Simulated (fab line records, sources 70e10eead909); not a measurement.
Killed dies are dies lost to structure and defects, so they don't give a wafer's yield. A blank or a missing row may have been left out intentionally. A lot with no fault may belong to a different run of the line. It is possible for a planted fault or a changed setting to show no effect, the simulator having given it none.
Matching of chambers    flow nand-harc    cmp-02 running NHARC_A_BONDPAD_CMP_19: 4 sister chambers
The step polishes, t overpolish 30 s, cu recess touch 16 s, target thk 169.82 nm. 4 wafers are shown with their chamber, then 9 later ones without.

== WAFERS PAIRED WITH THEIR CHAMBERS ==
wafer   chamber  motor-current-A (A)
L080.3  0        11.7
L086.4  3        12.0
L086.5  1        13.5
L086.6  2        11.0

== WAFERS WHOSE CHAMBER IS MISSING ==
wafer   motor-current-A (A)
L089.2  12.6
L089.4  11.4
L089.5  11.8
L094.1  11.2
L094.2  12.0
L094.3  14.0
L094.4  12.0
L094.5  11.0
L094.6  13.8

== EACH ONE'S CHAMBER ==
wafer   from the rows above           in truth
L089.2  can't be placed: 3 or 0 or 1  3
L089.4  can't be placed: 0 or 2 or 3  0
L089.5  can't be placed: 0 or 3       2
L094.1  can't be placed: 2 or 0 or 3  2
L094.2  can't be placed: 3 or 0       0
L094.3  1                             1
L094.4  can't be placed: 3 or 0       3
L094.5  2                             2
L094.6  1                             1
3 of 9 placed correctly. Not placeable from these rows: 6 (in 5, the candidates include the true chamber). Placed wrongly: 0.
How it was worked out, from the rows above alone: a wafer's distance from a chamber is the root of the sum, over the readings, of the square of ((its reading less the chamber's mean) divided by the reading's scatter). If the next closest chamber is less than 2 further off than the closest, the wafer can't be placed; otherwise it belongs to the closest. A chamber's mean is the mean of its shown wafers. The scatter: with one shown wafer a chamber, the root of the mean of the squares of how far each hidden wafer lies from its nearest shown one.
